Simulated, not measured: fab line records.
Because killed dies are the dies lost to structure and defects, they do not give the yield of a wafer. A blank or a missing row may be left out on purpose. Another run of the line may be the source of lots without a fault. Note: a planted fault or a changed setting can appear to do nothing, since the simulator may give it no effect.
A lot that was struck, set against a sound lot ; flow n5_finfet ; 22 out of 1938 route steps
Sound: these wafers, L883.1, L883.4, L883.5. The struck wafers were L889.2, L889.3, L889.4. The cause is given at the end.
Order at every step that has rows: each side's tool, ch and its chambers, its first start. Under that, the readings that differ: sound wafers ; struck wafers ; difference of the means ; sigmas: that difference in standard deviations of wafers without a fault.
alike: readings whose means differ by less than 2 such deviations, and words and numbers that are the same on both sides. not compared: withheld readings, readings that some wafer has no value for, bounds like >300 that may hide the same value, and numbers for which the record gives no deviation and whose values overlap.
The two part at a step that has a row with sigmas, a row that says differs or no value, or rows on one side only. When numbers do not overlap yet have no deviation, they are printed without sigmas and do not part them. Lack of a reading on every wafer of one side parts them only where that side has two or more wafers.

first, 11 steps without rows for these wafers: N5_WELL_APT_DESCUM_30 (chemistry O2, time 7.9 s); N5_WELL_APT_IMPLANT_31; N5_WELL_APT_IMPLANT_32; N5_WELL_APT_STRIP_33 (strips in SPM, time 900 s); N5_WELL_APT_RTA_34 (time 10 s); N5_WELL_APT_OXIDE_STRIP_42 (strips SiO2 in dHF, time 45 s, target depth 12 nm); N5_WELL_APT_PRECLEAN_36 (cleans in O3/DIW, time 45 s); N5_WELL_APT_PRECLEAN_39 (cleans in dHF, time 60 s); N5_WELL_APT_SRD_37 (time 30 s); N5_WELL_APT_EPI_41 (deposits Si from SiH4/H2, target thk 50 nm, time 297.7 s); N5_PMOS_HMC_CHANNEL_EPI_HM_DEP_34 (deposits SiO2 from TEOS/O2, target thk 36 nm, time 6.9 s).
N5_PMOS_HMC_CHANNEL_EPI_COAT_31: time 60 s, resist thk 66 nm.
  sound on litho_track-02 ch 0, day 3 11:08; struck on litho_track-02 ch 0, day 4 22:56
reading;sound;struck;difference;sigmas
spin_speed_rpm (rpm);1500.3 1500.0 1500.1;1640.6 1641.3 1638.7;+140.1;+99 or more
model.BARC_of_PMOS_HMC_CHANNEL_EPI_COAT_31.thk_nm (nm);66.07 66 65.95;63.26 63.25 63.4;-2.70;
then, 7 steps without rows for these wafers: N5_PMOS_HMC_CHANNEL_EPI_COAT_03 (resist thk 205 nm); N5_PMOS_HMC_CHANNEL_EPI_EBR_05; N5_PMOS_HMC_CHANNEL_EPI_SOFTBAKE_04 (time 60 s); N5_PMOS_HMC_CHANNEL_EPI_EXPOSE_06 (exposes mask PMOS HMC BLK, target cd 240 nm); N5_PMOS_HMC_CHANNEL_EPI_PEB_07 (peb time 60 s); N5_PMOS_HMC_CHANNEL_EPI_DEVELOP_08 (develop time 30 s); N5_PMOS_HMC_CHANNEL_EPI_DESCUM_14 (chemistry O2, time 7.9 s).
N5_PMOS_HMC_CHANNEL_EPI_ETCH_32: etches BARC in N2/H2, stops on SiO2, target depth 85.8 nm, time 50.3 s.
  sound on rie_diel-06 ch 0,1, day 3 11:36; struck on rie_diel-02 ch 0,2,3, day 4 23:17
reading;sound;struck;difference;sigmas
model.etch.depth_nm (nm);66.07 66 65.95;63.26 63.25 63.4;-2.70;
  alike: chamber_pressure_mTorr, drypump_motor_current_A, n2_flow_sccm, oes_product_au, rf_vpp_V, showerhead_plenum_p_Torr, throttle_valve_pct
  not compared: rf_hours_counter_h
then, 1 step without rows for these wafers: N5_PMOS_HMC_CHANNEL_EPI_HM_OPEN_15 (chemistry CHF3/O2, target SiO2, target depth 40.6 nm, time 20.3 s).
-- a jump in the record: the struck wafers' starts before and after are 6 days apart (it breaks off in module PMOS_HMC_CHANNEL_EPI and resumes in module BEOL_M4, where the first step shown is number 1111 of the route) --
N5_BEOL_M4_RC_MEAS_101:
  sound on prober-01 ch 0, day 9 17:16; struck on prober-02 ch 0, day 11 11:02
reading;sound;struck;difference;sigmas
IOFF_P (nA/um);0.15 0.16 0.21;0.29 0.25 0.32;+0.11;+2
ION_P (uA/um);448 455 456;473 470 472;+19;+2
VT_N (mV);255 252 247;241 243 242;-9;-2
VT_P (mV);-260 -257 -253;-242 -248 -243;+12;+3
  alike: DIBL_N, DIBL_P, IOFF_N, ION_N, SS_N, SS_P

== WHERE THEY PART ==
Earliest at N5_PMOS_HMC_CHANNEL_EPI_COAT_31; latest, in this record, at N5_BEOL_M4_RC_MEAS_101.

WHY: the cause the simulator had injected
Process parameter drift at N5_PMOS_HMC_CHANNEL_EPI_COAT_31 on litho_track-02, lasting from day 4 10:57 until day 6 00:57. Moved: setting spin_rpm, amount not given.
